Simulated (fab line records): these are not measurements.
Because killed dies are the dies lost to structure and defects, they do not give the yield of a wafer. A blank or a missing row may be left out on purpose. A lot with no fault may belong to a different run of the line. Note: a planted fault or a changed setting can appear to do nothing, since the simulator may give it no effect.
The tool behind it: which one? + flow nand_harc + 36 wafers from 12 lots sampled at 6 of the route's 1159 steps

WHAT THE GAUGES READ, wafer by wafer
NHARC_P_M0_OVL_MEAS_10: pitch 180 nm. Usual: overlay_x_nm 0.1 nm, standard deviation 0.97; overlay_y_nm -0.1 nm, standard deviation 0.74.
| lot  | measured     | on         | overlay_x_nm (nm) | overlay_y_nm (nm) | flag |
|------|--------------|------------|-------------------|-------------------|------|
| L846 | day 6 05:16  | overlay-02 | 0.5 0.6 0.9       | -0.1 0.2 -0.2     |      |
| L847 | day 6 05:46  | overlay-01 | 0.2 -0.2 -0.6     | -0.5 -0.9 -1.3    |      |
| L851 | day 6 20:17  | overlay-01 | -0.5 -0.5 -0.3    | -0.4 0.2 -0.2     |      |
| L855 | day 8 03:16  | overlay-02 | 0.2 0.5 0.4       | -0.3 -0.9 -0.1    |      |
| L857 | day 8 09:35  | overlay-02 | -0.5 -0.6 -0.8    | 0.0 -0.2 -0.3     |      |
| L860 | day 9 02:16  | overlay-02 | -0.7 -1.0 -0.3    | 1.3 0.9 1.2       |      |
| L859 | day 9 03:56  | overlay-01 | 2.0 2.1 2.1       | -1.2 -1.7 -1.5    |      |
| L863 | day 10 04:13 | overlay-01 | -0.6 -0.9 -0.3    | -0.3 0.3 -0.5     |      |
| L866 | day 10 16:09 | overlay-02 | 0.8 1.0 1.0       | 0.3 -0.5 0.1      |      |
| L867 | day 11 05:40 | overlay-02 | 0.8 1.4 1.5       | -0.9 -0.2 -0.8    |      |
| L868 | day 11 07:34 | overlay-01 | 0.4 0.5 0.6       | -0.5 -1.7 -0.7    |      |
| L869 | day 11 07:55 | overlay-01 | 0.8 -0.1 0.3      | -0.5 -0.2 0.0     |      |

NHARC_END_SORT_01. Usual: defect_limited_yield 95.3 %, standard deviation 1.7; killed_at_array 28, standard deviation 11; killed_at_other 0.8, standard deviation 1.1; killed_at_periphery 3.3, standard deviation 2.8; killed_dies 32, standard deviation 11; killed_open 3.3, standard deviation 1.9; killed_short 1.9, standard deviation 1.4; sort_bin_2_pct 1.4 %, standard deviation 0.68; sort_bin_3_pct 0.25 %, standard deviation 0.24; sort_bin_4_pct 3.0 %, standard deviation 1.1; sort_n_pass 645, standard deviation 11; sort_rim_yield_pct 95.3 %, standard deviation 2.5; sort_yield_pct 95.3 %, standard deviation 1.7.
| lot  | measured     | on        | defect_limited_yield (%) | killed_at_array | killed_at_other | killed_at_periphery | killed_dies | killed_open | killed_short | sort_bin_2_pct (%) | sort_bin_3_pct (%) | sort_bin_4_pct (%) | sort_n_pass | sort_rim_yield_pct (%) | sort_yield_pct (%) | flag |
|------|--------------|-----------|--------------------------|-----------------|-----------------|---------------------|-------------|-------------|--------------|--------------------|--------------------|--------------------|-------------|------------------------|--------------------|------|
| L855 | day 21 22:28 | prober-01 | 0.4 0.3 0.9              | 29 41 38        | 0 0 1           | 645 634 632         | 674 675 671 | 8 4 3       | 0 0 0        | 95.9 95.9 95.3     | 0.30 0.44 0.15     | 3.4 3.4 3.7        | 3 2 6       | 1.9 0.9 0.9            | 0.4 0.3 0.9        | OFF  |
| L857 | day 22 06:13 | prober-01 | 0.3 0.4 0.4              | 27 30 31        | 1 0 0           | 647 644 643         | 675 674 674 | 6 2 5       | 3 7 1        | 96.8 96.3 95.9     | 0.15 0.15 0.44     | 2.8 3.1 3.2        | 2 3 3       | 0.9 0 0                | 0.3 0.4 0.4        | OFF  |
| L859 | day 22 14:04 | prober-01 | 94.2 92.9 93.8           | 37 39 36        | 0 0 0           | 2 9 6               | 39 48 42    | 2 3 2       | 5 3 3        | 1.9 2.1 1.5        | 0.30 0.15 0.59     | 3.5 4.9 4.1        | 638 629 635 | 95.3 96.2 95.3         | 94.2 92.9 93.8     |      |

EACH LOT AND THE TOOL THAT RAN IT (in order: tool; ch and the chambers of the sampled wafers; start)
| lot  | NHARC_P_CONTACT_ALD_22              | NHARC_P_M0_ECD_22              | NHARC_P_M0_CMP_23             | NHARC_P_M0_PRE_CLEAN_31         |
|------|-------------------------------------|--------------------------------|-------------------------------|---------------------------------|
| L846 | ald_metal-02 ch 0,1,3, day 5 18:26  | ecd_cu-01 ch 0,1, day 6 06:40  | cmp-01 ch 0,1,2, day 6 07:26  | pecvd-02 ch 1,2, day 6 07:56    |
| L847 | ald_metal-01 ch 0,2,3, day 5 19:29  | ecd_cu-01 ch 0,1, day 6 07:08  | cmp-04 ch 0,2,3, day 6 08:02  | pecvd-03 ch 0,1, day 6 08:33    |
| L851 | ald_metal-03 ch 0,1,2, day 6 15:13  | ecd_cu-01 ch 0, day 6 22:00    | cmp-03 ch 1,2, day 6 22:41    | pecvd-03 ch 1,2, day 6 23:19    |
| L855 | ald_metal-02 ch 0,1,2, day 7 20:18  | ecd_cu-02 ch 0,1, day 8 04:39  | cmp-03 ch 0,1,2, day 8 05:23  | pecvd-02 ch 0,1,2, day 8 05:56  |
| L857 | ald_metal-01 ch 1,2,3, day 8 07:23  | ecd_cu-02 ch 0,1, day 8 10:57  | cmp-03 ch 0,2,3, day 8 11:43  | pecvd-04 ch 1,2, day 8 12:14    |
| L860 | ald_metal-03 ch 0,1,3, day 8 23:59  | ecd_cu-01 ch 0,1, day 9 03:43  | cmp-03 ch 2,3, day 9 04:25    | pecvd-02 ch 1,2, day 9 04:55    |
| L859 | ald_metal-01 ch 0,1,2, day 9 01:52  | ecd_cu-01 ch 0,1, day 9 05:22  | cmp-04 ch 2,3, day 9 06:04    | pecvd-03 ch 0,2, day 9 06:42    |
| L863 | ald_metal-01 ch 1,2, day 10 00:05   | ecd_cu-01 ch 0,1, day 10 05:43 | cmp-01 ch 0,2,3, day 10 06:25 | pecvd-02 ch 0,1,2, day 10 06:56 |
| L866 | ald_metal-02 ch 0,2,3, day 10 14:00 | ecd_cu-01 ch 0,1, day 10 17:33 | cmp-04 ch 0,2,3, day 10 18:16 | pecvd-03 ch 0,2, day 10 18:53   |
| L867 | ald_metal-02 ch 0,1,2, day 10 20:57 | ecd_cu-02 ch 0,1, day 11 07:08 | cmp-01 ch 0,1,2, day 11 07:49 | pecvd-03 ch 0,1,2, day 11 08:22 |
| L868 | ald_metal-03 ch 1,2,3, day 11 05:19 | ecd_cu-02 ch 0,1, day 11 08:56 | cmp-03 ch 0,1,2, day 11 09:40 | pecvd-02 ch 0,1,2, day 11 10:13 |
| L869 | ald_metal-02 ch 0,1,2, day 11 05:41 | ecd_cu-01 ch 0,1, day 11 09:23 | cmp-04 ch 0,1,3, day 11 10:07 | pecvd-04 ch 0,2, day 11 10:40   |
- NHARC_P_CONTACT_ALD_22: deposits TiN, target thk 3 nm, pulse time 1 s, ald cycles 150.
- NHARC_P_M0_ECD_22: material Cu, target thk 400 nm.
- NHARC_P_M0_CMP_23: polishes, t overpolish 20 s, target thk 117.53 nm.
- NHARC_P_M0_PRE_CLEAN_31: time 12 s.

WHAT THE TOOLS THEMSELVES READ (means of the sampled wafers that have a number; where no wafer has one, the mark that the record gives instead)
NHARC_P_CONTACT_ALD_22. Usual: heater_power_w 1097 W, standard deviation 98; precursor_pulse_height_rel 1.001, standard deviation 0.02.
| lot  | tool         | heater_power_w (W) | precursor_pulse_height_rel | flag |
|------|--------------|--------------------|----------------------------|------|
| L846 | ald_metal-02 | 1144               | 0.992                      |      |
| L847 | ald_metal-01 | 1008               | 0.984                      |      |
| L851 | ald_metal-03 | 1159               | 0.998                      |      |
| L855 | ald_metal-02 | 1176               | 1.017                      |      |
| L857 | ald_metal-01 | 1029               | 1.016                      |      |
| L860 | ald_metal-03 | 1128               | 1.007                      |      |
| L859 | ald_metal-01 | 1012               | 0.990                      |      |
| L863 | ald_metal-01 | 1079               | 0.988                      |      |
| L866 | ald_metal-02 | 1169               | 1.003                      |      |
| L867 | ald_metal-02 | 1175               | 1.018                      |      |
| L868 | ald_metal-03 | 1121               | 1.011                      |      |
| L869 | ald_metal-02 | 1184               | 0.998                      |      |

NHARC_P_M0_CMP_23. Usual: edge_zone_pressure_frac 1.001, standard deviation 0.0053; motor_current_A 12.3 A, standard deviation 1.2; pad_life_wafers 257, standard deviation 150; time_to_endpoint_s 28.0 s, standard deviation 2.4.
| lot  | tool   | edge_zone_pressure_frac | motor_current_A (A) | pad_life_wafers | time_to_endpoint_s (s) | flag |
|------|--------|-------------------------|---------------------|-----------------|------------------------|------|
| L846 | cmp-01 | 1.003                   | 12.4                | 194             | 26.7                   |      |
| L847 | cmp-04 | 1.000                   | 12.4                | 122             | 26.9                   |      |
| L851 | cmp-03 | 0.996                   | 12.0                | 420             | 26.4                   |      |
| L855 | cmp-03 | 1.000                   | 11.7                | 61              | 7.9                    | OFF  |
| L857 | cmp-03 | 1.004                   | 12.4                | 92              | 9.6                    | OFF  |
| L860 | cmp-03 | 1.002                   | 12.6                | 230             | 29.1                   |      |
| L859 | cmp-04 | 0.991                   | 12.4                | 510             | 28.9                   |      |
| L863 | cmp-01 | 0.997                   | 11.7                | 224             | 30.3                   |      |
| L866 | cmp-04 | 1.003                   | 12.8                | 224             | 26.2                   |      |
| L867 | cmp-01 | 1.002                   | 12.3                | 398             | 25.6                   |      |
| L868 | cmp-03 | 1.004                   | 12.2                | 511             | 27.1                   |      |
| L869 | cmp-04 | 1.004                   | 13.0                | 302             | 28.8                   |      |

NHARC_P_M0_PRE_CLEAN_31. Usual: 637 W for heater_power_w, sd 82.
| lot  | tool     | heater_power_w (W) | flag |
|------|----------|--------------------|------|
| L846 | pecvd-02 | 561                |      |
| L847 | pecvd-03 | 621                |      |
| L851 | pecvd-03 | 649                |      |
| L855 | pecvd-02 | 656                |      |
| L857 | pecvd-04 | 692                |      |
| L860 | pecvd-02 | 625                |      |
| L859 | pecvd-03 | 611                |      |
| L863 | pecvd-02 | 688                |      |
| L866 | pecvd-03 | 611                |      |
| L867 | pecvd-03 | 630                |      |
| L868 | pecvd-02 | 633                |      |
| L869 | pecvd-04 | 705                |      |

THE ANSWER, worked out from the rows above alone
Rule: lot off if the mean of its wafers having a number is beyond 3 standard deviations from the usual mean. Also off: a lot with no number at a reading for which 4 or more lots have one. The other lots that the step has rows for count as sound. Order of review: gauges by route order, followed by the tools' own readings, for which a lot's mean as printed above is used. At the first step where some lot is off, the reading lying furthest off is the one used; lots without a number count as furthest.
Off, at NHARC_END_SORT_01 on killed_at_periphery: L855, L857. Neither off nor sound, because the step has no rows for them: L846, L847, L851, L860, L863, L866, L867, L868, L869.
A tool fits if, at a process step before that reading, it ran every lot that is off, and no sound lot after the first of them. Not tried: the gauges at NHARC_END_SORT_01; whatever is off there is also off at NHARC_P_M0_CMP_23, on other tools, and gauge error can't account for it. Undecided on this evidence; 2 tools fit (ecd_cu-02 at NHARC_P_M0_ECD_22, cmp-03 at NHARC_P_M0_CMP_23).

WHAT THE SIMULATOR PUT IN
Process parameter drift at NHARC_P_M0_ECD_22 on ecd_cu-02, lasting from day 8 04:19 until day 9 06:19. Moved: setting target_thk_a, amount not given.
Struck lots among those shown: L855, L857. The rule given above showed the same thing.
